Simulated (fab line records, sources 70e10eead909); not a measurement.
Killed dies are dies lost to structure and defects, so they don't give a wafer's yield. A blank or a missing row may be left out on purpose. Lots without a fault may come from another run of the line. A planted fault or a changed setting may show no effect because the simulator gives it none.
fab line records | flow nand_harc
record lots=5 wafers=15 last_day=33
route steps=1302 shown P_CONTACT@248 P_M0@253
lots that met no fault: from a run of the same line without faults
start_h: hours from the record's first day to the start of the lot's first wafer shown | wait_h: hours since the lot's step before | " the same as in the row above | L1.1+2: a row that stands for several wafers | - no value, or no start given | * or withheld: withheld | < > ~ a bound
route shown NAME@n: a module of which the file shows steps, and the number in the route of the first | usual: mean/standard deviation of fault-free wafers | same: alike in all rows | chamber/n: place in a boat | sites: the reading at each site | _std_site: their standard deviation | _edge_site: outer sites' mean less inner sites' | radius_mm: how far each site lies from the wafer's centre | mask NAME#n: copy n | behind: the tool/chamber that last shaped the wafer | hold: why the lot was held/for how many hours/how that ended | device: the transistor (n, p or np) that didn't switch | end of line: the same wafers' tests at the end of the route | a step without rows: its recipe alone | killed: dies lost to structure and defects at the first sort, not the wafer's yield | map: a wafer's dies, x killed, . not, _ none there
set.NAME: the setting as run; set.NAME@STEP: as run at that earlier step | model.NAME: the simulator's own value behind a step, which no gauge read
lots at some steps of the route; a table a step, a row a wafer
services: from which hour (start_h, from the record's first day; less than 0 if before it) a tool's chamber was out of use, for how many hours, and why
## steps
# step NHARC_P_CONTACT_CVD_23
# recipe target_thk_a=2000 temp_c=300 pressure_torr=40 wf6_flow_sccm=40 h2_flow_sccm=1600 ar_flow_sccm=1560 time_s=557 material=W
# usual heater_power_w=471/32 throttle_valve_pct=8.32/0.23
# columns lot.wafer tool chamber start_h wait_h heater_power_w throttle_valve_pct
L154.2 cvd_w-02 0 - - 498 8.21
L154.4 " 0 " " 483 8.09
L154.6 " 1 " " 502 8.06
L158.2 cvd_w-01 0 - - 497 8.38
L158.4 " 0 " " 481 8.56
L158.6 " 0 " " 489 8.41
L160.3 cvd_w-01 1 - - 434 8.12
L160.5 " 0 " " 490 8.75
L160.6 " 1 " " 426 8.63
L165.2 cvd_w-01 0 - - 477 8.59
L165.4 " 1 " " 440 8.40
L165.6 " 1 " " 428 8.37
L166.2 cvd_w-01 0 - - 475 8.55
L166.3 " 0 " " 483 8.87
L166.5 " 0 " " 489 8.63
# step NHARC_P_CONTACT_CMP_24
# recipe t_overpolish_s=30 target_thk_nm=200
# usual motor_current_A=12.0/1.3 overpolish_run_s=29.999/0.0085 time_to_endpoint_s=40/3.6
# columns lot.wafer tool chamber start_h wait_h motor_current_A overpolish_run_s time_to_endpoint_s
L154.4 cmp-02 3 223.24 0.4 11.8 29.994 39
L154.2 " 0 " " 12.0 30.010 42
L154.6 " 3 " " 11.8 30.006 39
L158.4 cmp-04 0 272.43 0.4 10.8 29.999 39
L158.2 " 1 " " 15.3 29.989 45
L158.6 " 3 " " 11.2 29.993 39
L160.3 cmp-02 3 290.22 0.3 12.0 30.002 38
L160.6 " 3 " " 11.9 29.992 39
L160.5 " 0 " " 10.8 29.994 41
L165.2 cmp-04 1 325.56 0.6 15.5 29.993 43
L165.4 " 2 " " 13.9 30.017 40
L165.6 " 1 " " 15.0 30.000 42
L166.3 cmp-02 2 335.63 0.3 10.7 30.002 44
L166.2 " 0 " " 11.1 30.000 45
L166.5 " 1 " " 13.5 30.007 46
# step NHARC_P_CONTACT_SRD_26
# step NHARC_P_CONTACT_INSPECT_27
# usual raw_defect_count=271/120
# columns lot.wafer tool chamber start_h wait_h raw_defect_count
L154.2 defect_inspect-01 - 223.66 0.1 226
L154.4 " - " " 269
L154.6 " - " " 439
L158.2 defect_inspect-02 - 272.79 0.1 175
L158.4 " - " " 141
L158.6 " - " " 138
L160.3 defect_inspect-01 - 290.62 0.1 374
L160.5 " - " " 302
L160.6 " - " " 217
L165.2 defect_inspect-01 - 325.94 0.1 300
L165.4 " - " " 251
L165.6 " - " " 370
L166.2 defect_inspect-01 - 336.01 0.1 185
L166.3 " - " " 205
L166.5 " - " " 178
# step NHARC_P_M0_DEP_00
# recipe target_thk_a=1500 target_thk_nm=150 temp_c=withheld pressure_torr=5 flow_sccm=200 rf_w=600 material=SiOC
# step NHARC_P_M0_DEHYDRATE_01
# recipe temp_c=150 time_s=120
# step NHARC_P_M0_HMDS_02
# recipe time_s=30
# step NHARC_P_M0_COAT_33
# recipe temp_c=200 time_s=65
# step NHARC_P_M0_COAT_03
# recipe spin_rpm=1500 resist_thk_nm=90
# step NHARC_P_M0_SOFTBAKE_04
# recipe temp_c=105 time_s=55
# step NHARC_P_M0_EBR_05
# step NHARC_P_M0_EXPOSE_06
# recipe na=1.35 target_cd_nm=90 dose_mj=81.28 mask_id=P_M0
# usual exposure_dose_mJ_cm2=81.22/0.09 focus_offset_nm=0.0/0.56
# columns lot.wafer tool chamber start_h wait_h mask exposure_dose_mJ_cm2 focus_offset_nm
L154.2 arfi_scanner-01 0 224.30 - P_M0#0 87.20 -1.0
L154.4 " 0 " " P_M0#0 87.30 0.5
L154.6 " 0 " " P_M0#0 87.26 -0.1
L158.2 arfi_scanner-02 0 273.56 - P_M0#0 81.18 0.7
L158.4 " 0 " " P_M0#0 81.26 1.0
L158.6 " 0 " " P_M0#0 81.24 1.3
L160.3 arfi_scanner-02 0 291.40 - P_M0#0 81.10 0.3
L160.5 " 0 " " P_M0#0 81.00 -0.3
L160.6 " 0 " " P_M0#0 81.04 0.2
L165.2 arfi_scanner-03 0 326.70 - P_M0#0 81.39 -0.5
L165.4 " 0 " " P_M0#0 81.33 -0.3
L165.6 " 0 " " P_M0#0 81.34 -0.1
L166.2 arfi_scanner-01 0 336.77 - P_M0#0 81.32 -0.1
L166.3 " 0 " " P_M0#0 81.34 -0.6
L166.5 " 0 " " P_M0#0 81.31 0.1
# step NHARC_P_M0_PEB_07
# recipe peb_temp_c=100 peb_time_s=65
# step NHARC_P_M0_DEVELOP_08
# recipe develop_time_s=35 dev_temp_c=23
# step NHARC_P_M0_CD_MEAS_09
# recipe target_cd_nm=90 landing_energy_ev=500
# usual cd_nm=90.4/0.77
# columns lot.wafer tool chamber start_h wait_h cd_nm
L154.2 cd_sem-03 0 224.43 - 72.1
L154.4 " 0 " " 75.8
L154.6 " 0 " " 93.7
L158.2 cd_sem-03 0 273.70 - 89.8
L158.4 " 0 " " 91.3
L158.6 " 0 " " 91.3
L160.3 cd_sem-01 0 291.53 - 90.2
L160.5 " 0 " " 91.0
L160.6 " 0 " " 90.7
L165.2 cd_sem-03 0 326.84 - 89.6
L165.4 " 0 " " 89.4
L165.6 " 0 " " 89.9
L166.2 cd_sem-01 0 336.91 - 91.8
L166.3 " 0 " " 90.9
L166.5 " 0 " " 91.4
# step NHARC_P_M0_OVL_MEAS_10
# recipe pitch_nm=180
# usual overlay_x_nm=0.1/0.71 overlay_y_nm=-0.2/0.89
# columns lot.wafer tool chamber start_h wait_h overlay_x_nm overlay_y_nm
L154.2 overlay-02 - 224.52 - 0.0 0.5
L154.4 " - " " 0.5 -0.6
L154.6 " - " " 0.2 -0.7
L158.2 overlay-02 - 273.79 - 1.0 1.2
L158.4 " - " " 1.8 1.5
L158.6 " - " " 1.2 1.2
L160.3 overlay-01 - 291.62 - 1.0 -0.6
L160.5 " - " " 1.4 -0.7
L160.6 " - " " 1.4 -0.5
L165.2 overlay-01 - 326.92 - -0.3 -0.6
L165.4 " - " " -0.8 -1.0
L165.6 " - " " -0.6 -0.9
L166.2 overlay-01 - 336.99 - 0.0 -0.4
L166.3 " - " " 0.6 -0.3
L166.5 " - " " 0.2 0.3
# step NHARC_P_M0_INSPECT_11
# usual raw_defect_count=4.6/2.7
# columns lot.wafer tool chamber start_h wait_h raw_defect_count
L154.2 defect_inspect-02 - 224.56 0.0 6
L154.4 " - " " 5
L154.6 " - " " 1
L158.2 defect_inspect-02 - 273.83 0.0 3
L158.4 " - " " 2
L158.6 " - " " 2
L160.3 defect_inspect-02 - 291.65 0.0 6
L160.5 " - " " 5
L160.6 " - " " 9
L165.2 defect_inspect-01 - 326.96 0.0 4
L165.4 " - " " 6
L165.6 " - " " 6
L166.2 defect_inspect-01 - 337.03 0.0 3
L166.3 " - " " 1
L166.5 " - " " 6
# step NHARC_P_M0_DESCUM_14
# recipe time_s=3 o2_flow_sccm=200 ar_flow_sccm=0 bias_power_w=0 chemistry=O2
# usual drypump_motor_current_A=5.7/0.44 oes_product_au=1.005/0.011 rf_vpp_V=57.7/0.86 showerhead_plenum_p_Torr=1.89/0.097 throttle_valve_pct=11.310/0.0082
# same bias_power_w=0
# columns lot.wafer tool chamber start_h wait_h drypump_motor_current_A oes_product_au rf_hours_counter_h rf_vpp_V showerhead_plenum_p_Torr throttle_valve_pct model.P_M0.cd_nm
L154.2 rie_diel-06 3 224.64 0.1 5.1 1.007 16 58.8 1.86 11.318 72.02
L154.4 " 1 " " 5.2 0.992 - 58.6 1.85 11.306 75.85
L154.6 " 3 " " 5.1 1.016 - 58.5 1.86 11.322 93.71
L158.4 rie_diel-09 0 273.99 0.2 5.3 1.022 38 58.4 1.84 11.313 91.41
L158.2 " 2 " " 5.2 0.995 43 58.3 2.06 11.320 89.08
L158.6 " 0 " " 5.2 1.021 - 58.4 1.84 11.304 91.58
L160.3 rie_diel-09 3 291.72 0.1 6.4 1.013 50 56.7 1.79 11.299 90.6
L160.5 " 2 " " 5.2 1.003 - 57.9 2.06 11.322 90.03
L160.6 " 3 " " 6.4 1.030 - 57.5 1.79 11.306 91.53
L165.2 rie_diel-06 0 327.03 0.1 5.8 1.024 3 56.9 1.77 11.304 89.67
L165.4 " 1 " " 5.3 1.012 1 57.7 1.84 11.313 89.66
L165.6 " 3 " " 5.1 1.018 - 57.9 1.86 11.301 89.67
L166.2 rie_diel-02 0 337.11 0.1 5.8 1.013 30 58.1 2.05 11.309 91.73
L166.3 " 1 " " 6.1 0.995 36 57.5 1.92 11.289 91.46
L166.5 " 3 " " 6.5 1.003 - 58.5 2.07 11.314 91.22
# step NHARC_P_M0_ETCH_34
# recipe target_depth_a=400 overetch_a=120 time_s=43.94 ion_energy_ev=200 n2_flow_sccm=150 h2_flow_sccm=150 ar_flow_sccm=0 rf_w=400 bias_w=150 chemistry=N2/H2
# usual drypump_motor_current_A=5.7/0.45 oes_product_au=1.004/0.012 rf_vpp_V=429.6/2.8 showerhead_plenum_p_Torr=2.01/0.1 throttle_valve_pct=14.171/0.0088
# columns lot.wafer tool chamber start_h wait_h drypump_motor_current_A oes_product_au rf_hours_counter_h rf_vpp_V showerhead_plenum_p_Torr throttle_valve_pct
L154.2 rie_diel-06 1 224.73 0.1 5.2 1.004 12 429.0 1.97 14.176
L154.4 " 1 " " 5.2 1.002 - 427.7 1.97 14.174
L154.6 " 3 " " 5.1 0.999 - 428.3 1.98 14.177
L158.2 rie_diel-09 1 274.08 0.1 5.7 1.003 39 433.8 2.18 14.174
L158.4 " 3 " " 6.4 1.007 45 427.1 1.91 14.160
L158.6 " 1 " " 5.7 0.995 - 434.3 2.18 14.184
L160.3 rie_diel-09 1 291.81 0.1 5.8 1.000 45 432.6 2.18 14.181
L160.6 " 2 " " 5.2 0.998 - 434.1 2.20 14.186
L160.5 " 3 " " 6.4 1.013 - 427.4 1.91 14.179
L165.2 rie_diel-06 2 327.11 0.1 5.8 1.021 1 429.1 2.03 14.169
L165.4 " 0 " " 5.8 1.023 3 426.4 1.88 14.169
L165.6 " 1 " " 5.2 1.014 - 428.4 1.96 14.160
L166.3 rie_diel-02 2 337.19 0.1 6.1 1.028 34 428.6 1.98 14.185
L166.2 " 3 " " 6.6 0.996 30 436.2 2.21 14.188
L166.5 " 0 " " 5.8 1.001 - 435.1 2.19 14.168
# step NHARC_P_M0_ETCH_15
# recipe target_depth_a=1500 overetch_a=150 time_s=82.5 c4f8_flow_sccm=withheld ar_flow_sccm=400 rf_w=600 bias_w=300 chemistry=C4F8/Ar
# usual oes_product_au=0.962/0.022 rf_vpp_V=440/3.1
# columns lot.wafer tool chamber start_h wait_h oes_product_au rf_hours_counter_h rf_vpp_V model.P_M0.cd_nm
L154.2 rie_diel-06 1 - - 0.968 12 437 72.1
L154.4 " 3 " " 0.973 - 438 76.13
L154.6 " 0 " " 0.974 - 436 93.58
L158.4 rie_diel-09 0 - - 0.938 38 438 91.22
L158.2 " 3 " " 0.933 45 437 87.99
L158.6 " 1 " " 0.924 - 445 90.77
L160.3 rie_diel-09 3 - - 0.973 50 437 89.82
L160.5 " 3 " " 0.978 - 438 89.83
L160.6 " 0 " " 0.982 - 439 92
L165.2 rie_diel-06 3 - - 0.970 3 440 89.16
L165.4 " 2 " " 0.995 2 441 89.37
L165.6 " 0 " " 0.972 - 437 89.25
L166.2 rie_diel-02 3 - - 0.935 30 445 91.74
L166.3 " 0 " " 0.926 30 445 90.71
L166.5 " 3 " " 0.927 - 445 91.5
# step NHARC_P_M0_CD_MEAS_16
# usual cd_nm=90.0/1.1
# columns lot.wafer tool chamber start_h wait_h cd_nm
L154.2 cd_sem-03 - 224.96 - 72.4
L154.4 " - " " 76.5
L154.6 " - " " 93.7
L158.2 cd_sem-02 - 274.35 - 88.2
L158.4 " - " " 91.3
L158.6 " - " " 90.7
L160.3 cd_sem-01 - 292.02 - 89.5
L160.5 " - " " 89.9
L160.6 " - " " 91.8
L165.2 cd_sem-03 - 327.32 - 89.1
L165.4 " - " " 89.2
L165.6 " - " " 89.0
L166.2 cd_sem-01 - 337.40 - 91.9
L166.3 " - " " 90.9
L166.5 " - " " 91.6
## services
# columns tool chamber start_h hours kind
cmp-04 - 203.53 1.6 repair
cmp-04 - 209.93 4.0 pm
rie_diel-02 - 218.85 9.0 pm
arfi_scanner-01 - 218.90 0.9 repair
rie_diel-06 2 221.24 4.8 repair
cmp-02 - 232.50 4.0 pm
cvd_w-01 - 242.93 0.5 repair
arfi_scanner-01 - 252.00 4.0 pm
cvd_w-01 0 262.51 5.2 repair
cmp-04 - 268.22 1.4 repair
rie_diel-09 3 286.05 2.4 repair
rie_diel-02 3 286.90 2.2 repair
cvd_w-01 0 294.64 3.6 repair
cmp-04 - 302.22 1.5 repair
cmp-04 - 304.80 2.7 repair
rie_diel-06 - 307.20 9.0 pm
cmp-04 - 307.93 4.0 pm
rie_diel-02 3 307.94 7.0 repair
arfi_scanner-01 - 310.56 1.5 repair
arfi_scanner-02 - 312.00 4.0 pm
rie_diel-02 0 315.63 12.1 repair
rie_diel-09 - 320.16 9.0 pm
rie_diel-02 3 329.00 4.4 repair
cmp-02 - 330.50 4.0 pm
## key
first_sign step=NHARC_P_M0_EXPOSE_06 reading=exposure_dose_mJ_cm2 direction=up sigmas=67 usual=81.22 struck=87.25
effect step=NHARC_P_M0_CD_MEAS_09 reading=cd_nm direction=down sigmas=13 usual=90.4 struck=80.5 through=control_loop
effect step=NHARC_P_M0_CD_MEAS_16 reading=cd_nm direction=down sigmas=8.1 usual=90.0 struck=80.9 through=control_loop
model_effect step=NHARC_P_M0_DESCUM_14 value=P_M0.cd_nm without=89.85 struck=80.53
model_effect step=NHARC_P_M0_ETCH_15 value=P_M0.cd_nm without=89.93 struck=80.6
met_at NHARC_P_M0_EXPOSE_06
struck_wafers L154.2,L154.4,L154.6
later_rows_left_out L154.2
sort_left_out L154.2,L154.4,L154.6
loop_trim step=NHARC_P_M0_EXPOSE_06 setting=dose lots=L154
fault kind=process_parameter_drift tool=arfi_scanner-01 chamber=- onset_h=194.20 steps=NHARC_P_M0_EXPOSE_06 channel=focus_nm offset=158.24 spread_by_wafer=0.3 shape=step end_h=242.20
# sort_left_out: the simulated sort isn't trusted on such a fault, so these wafers' sort isn't shown, and their yield isn't known
# later_rows_left_out: the simulator's readings of these wafers behind a module that went badly wrong aren't trusted and aren't shown, but for the sort
# loop_trim: a control loop set the setting to another value than it would have without faults
